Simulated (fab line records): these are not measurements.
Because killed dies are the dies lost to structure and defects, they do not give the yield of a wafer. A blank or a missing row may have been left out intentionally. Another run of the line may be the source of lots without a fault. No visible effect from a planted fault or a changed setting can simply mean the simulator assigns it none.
fab line records	flow n5Finfet
[record] lots = 4	wafers = 12	lastDay = 17
route steps=1938 shown BEOL_M4@1099 BEOL_M5@1112 BEOL_M12@1653 PASSIVATION@1936
lots that met no fault: from a run of the same line without faults
startH: hours from the record's opening day to when the first of the lot's shown wafers began	waitH: hours elapsed since this lot's preceding step	" the same as in the row above	L1.1+2: several wafers, shown together as one row	- value missing, or start not given	* or withheld: withheld	< > ~ a bound
route shown NAME@n: NAME is a module with steps in the file, n the number in the route of the first one	usual: the fault-free wafers' mean and standard deviation	same: alike in all rows	chamber/n: place in a boat	sites: per-site readings	_std_site: standard deviation of those values	_edge_site: the outer-site mean with the inner-site mean subtracted	radiusMm: how far each site lies from the wafer's centre	mask NAME#n: copy n	behind: the most recent tool/chamber to have shaped the wafer	hold: reason for holding the lot/hours on hold/outcome of the hold	device: whichever transistor did not switch (one of n, p or np)	end of line: tests run on the same wafers once the route is complete	a step without rows: its recipe alone	killed: not the wafer's yield, but the dies lost to structure and defects at the first sort	map: the dies of a wafer, with x for killed, . for not killed, _ for no die there
set.NAME: the setting that was run; set.NAME@STEP: the one run at that earlier step	model.NAME: the simulator's own value behind a step, which no gauge read
lots seen at some steps along the route; tables by step, rows by wafer
services: when a tool's chamber went out of use (startH, in hours from the record's first day, below 0 if earlier), for how many hours, and the reason
[[steps]]
[step N5_BEOL_M4_ANNEAL_95]
[recipe] tempC = 400	timeS = 240	ambient = vacuum
[step N5_BEOL_M4_SPUTTER_96]
[recipe] material = Cu	targetThkA = 45	tempC = -20	chamberPressurePa = 0.07	powerW = withheld	timeS = 8.29
[step N5_BEOL_M4_ECD_50]
[recipe] material = Cu	targetThkA = 3000
[step N5_BEOL_M4_ANNEAL_51]
[recipe] tempC = 225	timeS = 90	ambient = N2
[step N5_BEOL_M4_CMP_52]
[recipe] stopOn = SiOC	tOverpolishS = 6.8	downForcePsi = 1	platenRpm = 50	clearingPlatenDownForcePsi = 1.5	clearingPlatenRpm = 50	postCmpClean = cuAlkaline	targetThkNm = 40	clearingPlatenPadVelocityMS = 0.99484	padVelocityMS = 0.99484
[step N5_BEOL_M4_PRE_CLEAN_60]
[recipe] gas = NH3/H2	timeS = 15	tempC = *	rfPowerW = 300
[step N5_BEOL_M4_CO_CAP_55]
[recipe] material = Co	targetThkA = 20	tempC = 200	precursor = CCTBA/H2	pressureTorr = 30	timeS = 102.1
[step N5_BEOL_M4_PRE_CLEAN_56]
[recipe] gas = NH3	timeS = 15	tempC = withheld	rfPowerW = 300
[step N5_BEOL_M4_DEP_57]
[recipe] material = SiCN	targetThkA = 80	tempC = withheld	precursor = 3MS/NH3	pressureTorr = 3	rfW = 202	timeS = 14
[step N5_BEOL_M4_RC_MEAS_101]
[usual] DIBL_N = 36.4/1.3	DIBL_P = 36.5/1.7	IOFF_N = 0.154/0.022	IOFF_P = 0.202/0.025	ION_N = 671/9.8	ION_P = 460/6.8	SS_N = 71.6/0.54	SS_P = 73.4/0.58	VT_N = 250.9/2.8	VT_P = -251.4/2.7
lot.wafer	tool	chamber	startH	waitH	DIBL_N[mV/V]	DIBL_P[mV/V]	IOFF_N[nA/um]	IOFF_P[nA/um]	ION_N[uA/um]	ION_P[uA/um]	SS_N[mV/dec]	SS_P[mV/dec]	VT_N[mV]	VT_P[mV]
L601.2	prober-02	0	222.82	0.2	34.9	35.3	0.129	0.191	664	464	71.1	73.2	256.8	-250.7
L601.3	"	0	"	"	38.1	39.3	0.194	0.264	684	474	72.1	73.9	247.2	-247.0
L601.6	"	0	"	"	35.3	35.7	0.141	0.204	670	465	71.6	74.0	254.5	-253.1
L606.2	prober-02	0	230.87	0.2	34.9	35.0	0.146	0.184	671	459	71.5	73.1	250.8	-252.2
L606.4	"	0	"	"	35.0	35.3	0.145	0.196	675	461	71.7	72.9	252.1	-251.9
L606.6	"	0	"	"	33.7	33.4	0.126	0.169	684	464	71.1	72.0	252.2	-252.1
L610.1	prober-01	0	268.26	0.0	36.6	37.4	0.153	0.212	674	459	71.7	73.6	252.2	-250.5
L610.3	"	0	"	"	35.0	34.5	0.117	0.174	641	448	71.2	72.7	256.2	-253.7
L610.6	"	0	"	"	37.1	36.2	0.148	0.200	662	452	72.0	73.3	255.1	-250.5
L616.4	prober-01	0	306.06	0.5	36.5	37.8	0.169	0.209	689	468	71.7	74.0	248.4	-249.1
L616.5	"	0	"	"	34.7	35.4	0.129	0.166	667	451	71.6	73.0	252.9	-251.2
L616.6	"	0	"	"	36.7	38.3	0.172	0.206	689	462	72.6	72.5	248.4	-251.7
[step N5_BEOL_M5_ILD_DEP_00]
[recipe] material = SiCOH_lowk	targetThkA = 1406.4	tempC = 300	precursor = DEMS/porogen	pressureTorr = 5	rfW = 500	timeS = 25.9
[step N5_BEOL_M5_CURE_79]
[recipe] tempC = 385	timeS = 240	ambient = He/Ar	material = SiCOH_lowk
[step N5_BEOL_M5_PECVD_70]
[recipe] material = SiO2	targetThkA = 160	tempC = 400	precursor = TEOS/O2	pressureTorr = 5.5	rfW = 450	teosFlowSccm = 53.8	gas = O2	flowSccm = 3000	timeS = 18
[step N5_BEOL_M5_HM_DEP_02]
[recipe] material = TiN	targetThkA = 200	tempC = 25	chamberPressurePa = 0.49996
[step N5_BEOL_M5_COAT_59]
[recipe] resist = SOC	tempC = 250	timeS = 60	spinRpm = 1500	resistThkNm = 60
[step N5_BEOL_M5_COAT_60]
[recipe] resist = SiARC	tempC = 220	timeS = 60	spinRpm = 1500	resistThkNm = 12
[step N5_BEOL_M5_COAT_71]
[recipe] resist = underlayer	tempC = 205	timeS = 60	spinRpm = 1500	resistThkNm = 5
[step N5_BEOL_M5_COAT_05]
[recipe] resist = CAR-EUV	spinRpm = 1500	resistThkNm = 30
[step N5_BEOL_M5_EBR_07]
[recipe] solvent = PGMEA	ebrWidthMm = 1.5
[step N5_BEOL_M5_SOFTBAKE_06]
[recipe] tempC = 110	timeS = 60	resist = CAR-EUV
[step N5_BEOL_M5_EXPOSE_08]
[recipe] maskId = M5	na = 0.33	sourceShape = annular	sigmaInner = 0.4	sigmaOuter = 0.8	polarization = unpolarized	targetCdNm = 28	doseMj = 35.75
[step N5_BEOL_M5_PEB_09]
[recipe] pebTempC = 100	pebTimeS = 60	resist = CAR-EUV
[step N5_BEOL_M5_DEVELOP_10]
[recipe] developTimeS = 30	developer = TMAH	resist = CAR-EUV	rinseLiquid = surfactantRinse	dry = airSpin	devTempC = 23
[step N5_BEOL_M5_DESCUM_16]
[recipe] chemistry = O2	timeS = 7	sourcePowerW = 50	biasPowerW = 20	pressureMtorr = 20	rfFrequencyHz = 2.712e+07	tempC = 40	resist = CAR-EUV	o2FlowSccm = 225
[step N5_BEOL_M5_ETCH_72]
[recipe] chemistry = N2/H2	target = underlayer	targetDepthA = 65	maskMaterial = CAR-EUV	timeS = 5.2	ionEnergyEv = 200	pressureMtorr = 30	sourceW = 840	biasW = 150	n2FlowSccm = 200	h2FlowSccm = 200	ends = cleared
[step N5_BEOL_M5_ETCH_61]
[recipe] chemistry = CF4	target = SiARC	targetDepthA = 156	maskMaterial = CAR-EUV	timeS = 26	ionEnergyEv = 80	pressureMtorr = 40	sourceW = 545	biasW = 36	Ar_flow_sccm = 100	cf4FlowSccm = 100	ends = cleared
[step N5_BEOL_M5_ETCH_62]
[recipe] chemistry = N2/H2	target = SOC	targetDepthA = 750	overetchA = 150	maskMaterial = SiARC	tempC = 40	timeS = 112.5	ionEnergyEv = 200	pressureMtorr = 30	sourceW = 840	biasW = 150	n2FlowSccm = 200	h2FlowSccm = 200
[step N5_BEOL_M5_STRIP_63]
[recipe] chemistry = N2/H2	tempC = 40	n2FlowSccm = 200	h2FlowSccm = 200	rfFrequencyHz = 6e+07
[step N5_BEOL_M5_STRIP_73]
[recipe] chemistry = N2/H2	tempC = 40	n2FlowSccm = 200	h2FlowSccm = 200	rfFrequencyHz = 6e+07
[step N5_BEOL_M5_STRIP_64]
[recipe] chemistry = CF4	resist = SiARC	powerW = 300	biasPowerW = 75	pressureMtorr = 50	cf4FlowSccm = 150	rfFrequencyHz = 6e+07
[step N5_BEOL_M5_HM_OPEN_17]
[recipe] chemistry = Cl2/BCl3	targetDepthA = 200	overetchA = 60	target = TiN	maskMaterial = SOC	ionEnergyEv = 150	pressureMtorr = 10	icpW = 1000	biasW = 126	Cl2_flow_sccm = 53.25	bcl3FlowSccm = 21.75	Ar_flow_sccm = 25
[step N5_BEOL_M5_STRIP_19]
[recipe] chemistry = O2	powerW = 400	tempC = 40	pressureMtorr = 30	rfFrequencyHz = 6e+07	biasPowerW = 0	overashFraction = 0.2	o2FlowSccm = 225
[step N5_BEOL_M5_COAT_65]
[recipe] resist = SOC	tempC = 250	timeS = 60	spinRpm = 1500	resistThkNm = 60
[step N5_BEOL_M5_COAT_66]
[recipe] resist = SiARC	tempC = 220	timeS = 60	spinRpm = 1500	resistThkNm = 12
[step N5_BEOL_M12_CMP_49]
[recipe] stopOn = SiOC	tOverpolishS = 20.6	downForcePsi = 1	platenRpm = 50	clearingPlatenDownForcePsi = 1.5	clearingPlatenRpm = 50	postCmpClean = cuAlkaline	targetThkNm = 320	clearingPlatenPadVelocityMS = 0.99484	padVelocityMS = 0.99484
[usual] barrierFieldEndpointS = 30.1/0.56	clearingPlatenDownForcePsi = 1.4998/0.0027	motorCurrentA = 6.3/0.44	overpolishRunS = 20.599/0.0084	platenRpm = 50.00/0.035	slurryFlowMlMin = 150.1/0.45
lot.wafer	tool	chamber	startH	waitH	barrierFieldEndpointS	clearingPlatenDownForcePsi	motorCurrentA	overpolishRunS	platenRpm	slurryFlowMlMin	model.Cu_of_BEOL_M12_ECD_47.thkNm
L601.2	cmp-04	2	292.83	0.3	-	-	-	-	-	-	707.8
L601.3	"	0	"	"	-	-	-	-	-	-	701.8
L601.6	"	2	"	"	-	-	-	-	-	-	716
L606.4	cmp-04	2	293.25	0.2	-	-	-	-	-	-	713.8
L606.2	"	3	"	"	-	-	-	-	-	-	707.6
L606.6	"	1	"	"	-	-	-	-	-	-	706
L610.1	cmp-04	3	342.32	0.3	29.8	1.5031	6.3	20.597	50.01	150.9	322.6
L610.3	"	0	"	"	30.0	1.5020	5.9	20.612	50.01	150.2	321.2
L610.6	"	3	"	"	30.4	1.5055	6.6	20.592	49.99	150.6	317.4
L616.4	cmp-01	0	371.37	0.3	29.7	1.5012	6.0	20.613	50.05	149.7	323
L616.6	"	2	"	"	29.5	1.4987	6.9	20.605	49.91	150.6	323.2
L616.5	"	3	"	"	30.4	1.4962	6.5	20.586	50.00	149.5	320.4
[step N5_BEOL_M12_THK_MEAS_50]
[recipe] thkMeasGauge = xrf	reads = Cu_of_BEOL_M12_ECD_47
[usual] M12_THK = 317/5.3
lot.wafer	tool	chamber	startH	waitH	M12_THK[nm]
L601.2	filmMetro-02	-	293.08	0.2	704
L601.3	"	-	"	"	695
L601.6	"	-	"	"	714
L606.2	filmMetro-01	-	293.51	0.2	712
L606.4	"	-	"	"	716
L606.6	"	-	"	"	713
L610.1	filmMetro-02	-	342.62	-	323
L610.3	"	-	"	"	323
L610.6	"	-	"	"	318
L616.4	filmMetro-02	-	371.60	-	321
L616.5	"	-	"	"	318
L616.6	"	-	"	"	320
[step N5_BEOL_M12_RS_MEAS_54]
[recipe] thkMeasGauge = four-point-probe	reads = Cu_of_BEOL_M12_ECD_47+Ta_of_BEOL_M12_SPUTTER_44+TaN_of_BEOL_M12_SPUTTER_43
[usual] M12_RS = 0.0606/0.001
lot.wafer	tool	chamber	startH	waitH	M12_RS[ohm/sq]
L601.2	filmMetro-02	-	293.21	0.0	0.0237
L601.3	"	-	"	"	0.0240
L601.6	"	-	"	"	0.0235
L606.2	filmMetro-01	-	293.63	0.0	0.0237
L606.4	"	-	"	"	0.0236
L606.6	"	-	"	"	0.0237
L610.1	filmMetro-01	-	342.74	0.0	0.0596
L610.3	"	-	"	"	0.0599
L610.6	"	-	"	"	0.0606
L616.4	filmMetro-01	-	371.72	0.0	0.0597
L616.5	"	-	"	"	0.0600
L616.6	"	-	"	"	0.0594
[step N5_PASSIVATION_PROBE_49]
[usual] defectLimitedYield = 91.1/1.3	killed_at_M0_to_M3 = 34/10	killed_at_M4_up = 14/5.7	killedAtContacts = 12/5.9	killedAtFrontEnd = 41/12	killedAtOther = 4/3.1	killedDies = 105/15	killedOnRim = 14/4.2	killedOpen = 69/11	killedShort = 35/7.8	sort_bin_5_function = 5.3/0.81	sort_bin_6_memory = 3.3/0.75	sortNPass = 1075/15	sortYieldPct = 91.1/1.3
[same] grossDies = 1180	killedAtBackSide = 0	sort_bin_4_leakage[%] = 0	sort_bin_8_speed[%] = 0
lot.wafer	tool	chamber	startH	waitH	defectLimitedYield[%]	killed_at_M0_to_M3	killed_at_M4_up	killedAtContacts	killedAtFrontEnd	killedAtOther	killedDies	killedOnRim	killedOpen	killedShort	sort_bin_5_function[%]	sort_bin_6_memory[%]	sortNPass	sortYieldPct[%]
L601.2	prober-02	-	329.70	0.1	0	37	1074	8	57	4	1180	152	74	39	6.0	3.3	0	0
L601.3	prober-02	-	329.75	0.1	0	39	1079	12	48	2	1180	152	68	45	5.7	3.6	0	0
L601.6	prober-02	-	329.90	0.3	0	25	1089	15	50	1	1180	152	61	35	4.7	3.3	0	0
L606.2	prober-02	-	330.24	0.1	0	49	1054	7	64	6	1180	152	83	54	6.3	5.3	0	0
L606.4	prober-02	-	330.34	0.2	0	44	1087	3	44	2	1180	152	74	39	6.6	2.8	0	0
L606.6	prober-02	-	330.44	0.3	0	44	1068	5	62	1	1180	152	79	50	6.6	4.2	0	0
// killed by level:class
L601.2 BEOL_M12:areaCmp=1065 FIN_SAQP:geometricParticle:open=20 FIN_SAQP:geometricParticle:short=14 BEOL_M2:geometricParticle:open=13 BEOL_M3:geometricParticle:open=8 MOL_CONTACT_COAG:geometricParticle:open=6 STI_FIN_REVEAL:geometricParticle:open=5 BEOL_M2:geometricParticle:short=5
L601.3 BEOL_M12:areaCmp=1067 FIN_SAQP:geometricParticle:short=15 FIN_SAQP:geometricParticle:open=13 BEOL_M3:geometricParticle:open=10 BEOL_M2:geometricParticle:open=9 STI_FIN_REVEAL:geometricParticle:open=7 MOL_CONTACT_COAG:geometricParticle:open=6 MOL_CONTACT_COAG:geometricParticle:short=6
L601.6 BEOL_M12:areaCmp=1083 FIN_SAQP:geometricParticle:open=16 FIN_SAQP:geometricParticle:short=13 MOL_CONTACT_COAG:geometricParticle:open=12 BEOL_M2:geometricParticle:open=12 STI_FIN_REVEAL:geometricParticle:open=7 GATE_CUT:geometricParticle:short=5 MOL_CONTACT_COAG:geometricParticle:short=3
L606.2 BEOL_M12:areaCmp=1041 FIN_SAQP:geometricParticle:short=16 FIN_SAQP:geometricParticle:open=12 BEOL_M0_SAQP:geometricParticle:open=12 BEOL_M1:geometricParticle:open=11 STI_FIN_REVEAL:geometricParticle:open=9 BEOL_M0_SAQP:geometricParticle:short=8 DUMMY_GATE:geometricParticle:open=6
L606.4 BEOL_M12:areaCmp=1065 BEOL_M0_SAQP:geometricParticle:open=16 FIN_SAQP:geometricParticle:short=11 STI_FIN_REVEAL:geometricParticle:open=11 BEOL_M1:geometricParticle:open=9 BEOL_M4:geometricParticle:open=8 BEOL_M0_SAQP:geometricParticle:short=8 FIN_SAQP:geometricParticle:open=5
L606.6 BEOL_M12:areaCmp=1049 FIN_SAQP:geometricParticle:short=19 BEOL_M0_SAQP:geometricParticle:open=11 STI_FIN_REVEAL:geometricParticle:open=11 BEOL_M0_SAQP:geometricParticle:short=9 DUMMY_GATE:geometricParticle:open=8 BEOL_M3:geometricParticle:open=8 BEOL_M4:geometricParticle:open=7
// map L601.2 (x killed, . not)
_________________xxxxxxxxxxxx________________
______________xxxxxxxxxxxxxxxxxx_____________
___________xxxxxxxxxxxxxxxxxxxxxxxx__________
__________xxxxxxxxxxxxxxxxxxxxxxxxxx_________
________xxxxxxxxxxxxxxxxxxxxxxxxxxxxxx_______
_______xxxxxxxxxxxxxxxxxxxxxxxxxxxxxxxx______
______xxxxxxxxxxxxxxxxxxxxxxxxxxxxxxxxxx_____
_____xxxxxxxxxxxxxxxxxxxxxxxxxxxxxxxxxxxx____
____xxxxxxxxxxxxxxxxxxxxxxxxxxxxxxxxxxxxxx___
___xxxxxxxxxxxxxxxxxxxxxxxxxxxxxxxxxxxxxxxx__
___xxxxxxxxxxxxxxxxxxxxxxxxxxxxxxxxxxxxxxxx__
__xxxxxxxxxxxxxxxxxxxxxxxxxxxxxxxxxxxxxxxxxx_
__xxxxxxxxxxxxxxxxxxxxxxxxxxxxxxxxxxxxxxxxxx_
_xxxxxxxxxxxxxxxxxxxxxxxxxxxxxxxxxxxxxxxxxxxx
_xxxxxxxxxxxxxxxxxxxxxxxxxxxxxxxxxxxxxxxxxxxx
_xxxxxxxxxxxxxxxxxxxxxxxxxxxxxxxxxxxxxxxxxxxx
_xxxxxxxxxxxxxxxxxxxxxxxxxxxxxxxxxxxxxxxxxxxx
_xxxxxxxxxxxxxxxxxxxxxxxxxxxxxxxxxxxxxxxxxxxx
_xxxxxxxxxxxxxxxxxxxxxxxxxxxxxxxxxxxxxxxxxxxx
_xxxxxxxxxxxxxxxxxxxxxxxxxxxxxxxxxxxxxxxxxxxx
_xxxxxxxxxxxxxxxxxxxxxxxxxxxxxxxxxxxxxxxxxxxx
__xxxxxxxxxxxxxxxxxxxxxxxxxxxxxxxxxxxxxxxxxx_
__xxxxxxxxxxxxxxxxxxxxxxxxxxxxxxxxxxxxxxxxxx_
___xxxxxxxxxxxxxxxxxxxxxxxxxxxxxxxxxxxxxxxx__
___xxxxxxxxxxxxxxxxxxxxxxxxxxxxxxxxxxxxxxxx__
____xxxxxxxxxxxxxxxxxxxxxxxxxxxxxxxxxxxxxx___
_____xxxxxxxxxxxxxxxxxxxxxxxxxxxxxxxxxxxx____
______xxxxxxxxxxxxxxxxxxxxxxxxxxxxxxxxxx_____
_______xxxxxxxxxxxxxxxxxxxxxxxxxxxxxxxx______
________xxxxxxxxxxxxxxxxxxxxxxxxxxxxxx_______
__________xxxxxxxxxxxxxxxxxxxxxxxxxx_________
___________xxxxxxxxxxxxxxxxxxxxxxxx__________
______________xxxxxxxxxxxxxxxxxx_____________
_________________xxxxxxxxxxxx________________
// map L606.2 (x killed, . not)
_________________xxxxxxxxxxxx________________
______________xxxxxxxxxxxxxxxxxx_____________
___________xxxxxxxxxxxxxxxxxxxxxxxx__________
__________xxxxxxxxxxxxxxxxxxxxxxxxxx_________
________xxxxxxxxxxxxxxxxxxxxxxxxxxxxxx_______
_______xxxxxxxxxxxxxxxxxxxxxxxxxxxxxxxx______
______xxxxxxxxxxxxxxxxxxxxxxxxxxxxxxxxxx_____
_____xxxxxxxxxxxxxxxxxxxxxxxxxxxxxxxxxxxx____
____xxxxxxxxxxxxxxxxxxxxxxxxxxxxxxxxxxxxxx___
___xxxxxxxxxxxxxxxxxxxxxxxxxxxxxxxxxxxxxxxx__
___xxxxxxxxxxxxxxxxxxxxxxxxxxxxxxxxxxxxxxxx__
__xxxxxxxxxxxxxxxxxxxxxxxxxxxxxxxxxxxxxxxxxx_
__xxxxxxxxxxxxxxxxxxxxxxxxxxxxxxxxxxxxxxxxxx_
_xxxxxxxxxxxxxxxxxxxxxxxxxxxxxxxxxxxxxxxxxxxx
_xxxxxxxxxxxxxxxxxxxxxxxxxxxxxxxxxxxxxxxxxxxx
_xxxxxxxxxxxxxxxxxxxxxxxxxxxxxxxxxxxxxxxxxxxx
_xxxxxxxxxxxxxxxxxxxxxxxxxxxxxxxxxxxxxxxxxxxx
_xxxxxxxxxxxxxxxxxxxxxxxxxxxxxxxxxxxxxxxxxxxx
_xxxxxxxxxxxxxxxxxxxxxxxxxxxxxxxxxxxxxxxxxxxx
_xxxxxxxxxxxxxxxxxxxxxxxxxxxxxxxxxxxxxxxxxxxx
_xxxxxxxxxxxxxxxxxxxxxxxxxxxxxxxxxxxxxxxxxxxx
__xxxxxxxxxxxxxxxxxxxxxxxxxxxxxxxxxxxxxxxxxx_
__xxxxxxxxxxxxxxxxxxxxxxxxxxxxxxxxxxxxxxxxxx_
___xxxxxxxxxxxxxxxxxxxxxxxxxxxxxxxxxxxxxxxx__
___xxxxxxxxxxxxxxxxxxxxxxxxxxxxxxxxxxxxxxxx__
____xxxxxxxxxxxxxxxxxxxxxxxxxxxxxxxxxxxxxx___
_____xxxxxxxxxxxxxxxxxxxxxxxxxxxxxxxxxxxx____
______xxxxxxxxxxxxxxxxxxxxxxxxxxxxxxxxxx_____
_______xxxxxxxxxxxxxxxxxxxxxxxxxxxxxxxx______
________xxxxxxxxxxxxxxxxxxxxxxxxxxxxxx_______
__________xxxxxxxxxxxxxxxxxxxxxxxxxx_________
___________xxxxxxxxxxxxxxxxxxxxxxxx__________
______________xxxxxxxxxxxxxxxxxx_____________
_________________xxxxxxxxxxxx________________
[[services]]
tool	chamber	startH	hours	kind
cmp-04	-	269.19	4.0	pm
cmp-04	-	273.19	-	consumableReplace:conditioner
cmp-04	-	273.19	-	consumableReplace:pad
cmp-04	-	295.33	1.3	repair
cmp-04	-	302.97	0.5	repair
cmp-01	-	312.53	4.0	pm
cmp-01	-	316.53	-	consumableReplace:conditioner
cmp-01	-	316.53	-	consumableReplace:pad
cmp-01	-	323.65	2.2	repair
cmp-01	-	331.05	0.6	repair
cmp-01	-	350.54	2.7	repair
[[key]]
[firstSign] step = N5_BEOL_M12_CMP_49	reading = toolRecord	direction = missing
[effect] step = N5_BEOL_M12_THK_MEAS_50	reading = M12_THK	direction = up	sigmas = 73	usual = 317	struck = 709
[effect] step = N5_BEOL_M12_RS_MEAS_54	reading = M12_RS	direction = down	sigmas = 36	usual = 0.0606	struck = 0.0237
[effect] step = N5_PASSIVATION_PROBE_49	reading = killed_at_M4_up	direction = up	sigmas = 99+	usual = 14	struck = 1075
[modelEffect] step = N5_BEOL_M12_CMP_49	value = Cu_of_BEOL_M12_ECD_47.thkNm	without = 315.1	struck = 708.8
[moreKillsBornAt] N5_BEOL_M12_CMP_49@cmp-04 = 6370
metAt N5_BEOL_M12_CMP_49
struckWafers L601.2,L601.3,L601.6,L606.2,L606.4,L606.6
laterRowsLeftOut L601.2,L601.3,L601.6,L606.2,L606.4,L606.6
[earlierFault] kind = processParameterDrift	tool = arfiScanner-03	chamber = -	onsetH = 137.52	steps = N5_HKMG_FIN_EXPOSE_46	channel = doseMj	offset = 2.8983	shape = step	actsIn = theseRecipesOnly	stated = 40
[fault] kind = skippedStepWhole	tool = cmp-04	chamber = -	onsetH = 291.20	steps = N5_BEOL_M12_CMP_49	scope = struckLotsOnly
// laterRowsLeftOut: the simulator's readings of these wafers behind a module that went badly wrong aren't trusted and aren't shown, but for the sort
